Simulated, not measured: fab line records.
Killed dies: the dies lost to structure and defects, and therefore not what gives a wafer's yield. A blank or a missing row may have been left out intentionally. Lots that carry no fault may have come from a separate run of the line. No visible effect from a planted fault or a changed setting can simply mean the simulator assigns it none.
A lot that was struck, set against a sound lot || flow n5Finfet || 16 out of 1938 route steps
Sound: these wafers, L666.1, L666.3, L666.6. Struck: wafer L675.2 (L675.5, L675.6, from the same lot, were not struck and are left out); the cause is given at the end.
For every step that has rows: the tool of each side, followed by ch and its chambers, followed by its first start. Under that, the readings that differ: sound wafers || struck wafers || difference of the means || sigmas: that difference in standard deviations of wafers without a fault.
alike: words and numbers the same on both sides, and readings whose means are apart by under 2 such deviations; not compared: readings that were withheld, readings missing a value for some wafer, numbers with overlapping values and no deviation given by the record, and bounds like >300 which may hide the same value.
A row with sigmas, a row that says differs or no value, or rows on one side alone: a step with any of these is where the two part. When numbers do not overlap yet have no deviation, they are printed without sigmas and do not part them. A reading that every wafer of one side lacks parts them only if that side has two wafers or more.

first, 5 steps without rows for these wafers: N5_SD_EPI_P_EBR_05; N5_SD_EPI_P_SOFTBAKE_04 (time 60 s); N5_SD_EPI_P_EXPOSE_06 (exposes mask SD P BLK, target cd 240 nm); N5_SD_EPI_P_PEB_07 (peb time 60 s); N5_SD_EPI_P_DEVELOP_08 (develop time 30 s).
N5_SD_EPI_P_CD_MEAS_09 targets a cd of 240 nm.
  sound on cdSem-02 ch 0, day 4 01:59; struck on cdSem-02 ch 0, day 6 13:19
  alike: cdNm
N5_SD_EPI_P_OVL_MEAS_10:
  sound on overlay-01 ch 0, day 4 02:01; struck on overlay-02 ch 0, day 6 13:20
  alike: SD_P_BLK_OVL
N5_SD_EPI_P_INSPECT_11: inspects for defects (macro).
  struck on defectInspect-02, day 6 13:22; sound on defectInspect-01, day 4 02:02
  alike: rawDefectCount
N5_SD_EPI_P_DESCUM_14: chemistry O2, time 7.9 s.
  sound on rieDiel-03 ch 1,2,3, day 4 02:05; struck on rieDiel-05 ch 3, day 6 13:29
{"reading": "o2FlowSccm (sccm)", "sound": "225.5 224.3 226.0", "struck": 223.7, "difference": -1.6, "sigmas": -2}
{"reading": "throttleValvePct (%)", "sound": "20.56 20.35 20.77", "struck": 20.00, "difference": -0.56, "sigmas": -2}
  alike: biasPowerW, drypumpMotorCurrentA, oesProductAu, rfVppV, showerheadPlenumPTorr
  not compared: rfHoursCounterH
N5_SD_EPI_P_ETCH_36: etches SiARC in CF4, target depth 45.5 nm, time 75.8 s.
  sound on rieDiel-03 ch 1,2,3, day 4 02:07; struck on rieDiel-05 ch 3, day 6 13:31
{"reading": "rfVppV (V)", "sound": "186.2 185.2 184.4", "struck": 182.5, "difference": -2.8, "sigmas": -2}
  alike: drypumpMotorCurrentA, etchRfOnTimeS, oesProductAu, showerheadPlenumPTorr, throttleValvePct
  not compared: rfHoursCounterH
N5_SD_EPI_P_ETCH_37: etches SOC in N2/H2, overetch 108 nm, time 486 s.
  sound on rieDiel-03 ch 1,2,3, day 4 02:10; struck on rieDiel-05 ch 3, day 6 13:35
  alike: drypumpMotorCurrentA, h2FlowSccm, oesProductAu, rfVppV, showerheadPlenumPTorr, throttleValvePct
  not compared: rfHoursCounterH
then, 1 step without rows for these wafers: N5_SD_EPI_P_STRIP_38 (strips in N2/H2).
N5_SD_EPI_P_ETCHBACK_46: etches SiNx in CH3F/O2, stops on SiO2, target depth 17.5 nm.
  sound on rieDiel-03 ch 1,2,3, day 4 02:29; struck on rieDiel-05 ch 3, day 6 13:54
{"reading": "overEtchFrac", "sound": "0.3 0.3 0.3", "struck": 0.45488, "difference": "+0.15488", "sigmas": ""}
  alike: CH3F_flow_sccm, drypumpMotorCurrentA, oesProductAu, rfVppV, showerheadPlenumPTorr, throttleValvePct
  not compared: rfHoursCounterH
N5_SD_EPI_P_ETCH_47: etches SiOCN in CH3F/O2, target depth 25 nm.
  sound on rieDiel-03 ch 1,2,3, day 4 02:35; struck on rieDiel-05 ch 3, day 6 14:00
  alike: CH3F_flow_sccm, drypumpMotorCurrentA, oesProductAu, rfVppV, showerheadPlenumPTorr, throttleValvePct
  not compared: rfHoursCounterH
-- record jumps: 5 days separate the struck wafers' starts on either side; left off in module SD_EPI_P, taken up again in module BEOL_M4, whose first shown step is the route's number 1111 --
N5_BEOL_M4_RC_MEAS_101:
  sound on prober-01 ch 0, day 8 09:23; struck on prober-01 ch 0, day 11 05:38
  alike: DIBL_N, DIBL_P, IOFF_N, IOFF_P, ION_N, ION_P, SS_N, SS_P, VT_N, VT_P
-- the record jumps here: 4 days lie between the struck wafers' starts before and after (it left off in module BEOL_M4 and takes up again in module PASSIVATION, whose first step shown is number 1936 of the route) --
N5_PASSIVATION_PROBE_49:
  rows exist in the record for the struck wafers here (prober-01, day 15 10:52), but not for the sound ones

WHERE THEY PART
First at N5_SD_EPI_P_DESCUM_14; last, within this record, at N5_PASSIVATION_PROBE_49.

WHY: the cause the simulator had injected
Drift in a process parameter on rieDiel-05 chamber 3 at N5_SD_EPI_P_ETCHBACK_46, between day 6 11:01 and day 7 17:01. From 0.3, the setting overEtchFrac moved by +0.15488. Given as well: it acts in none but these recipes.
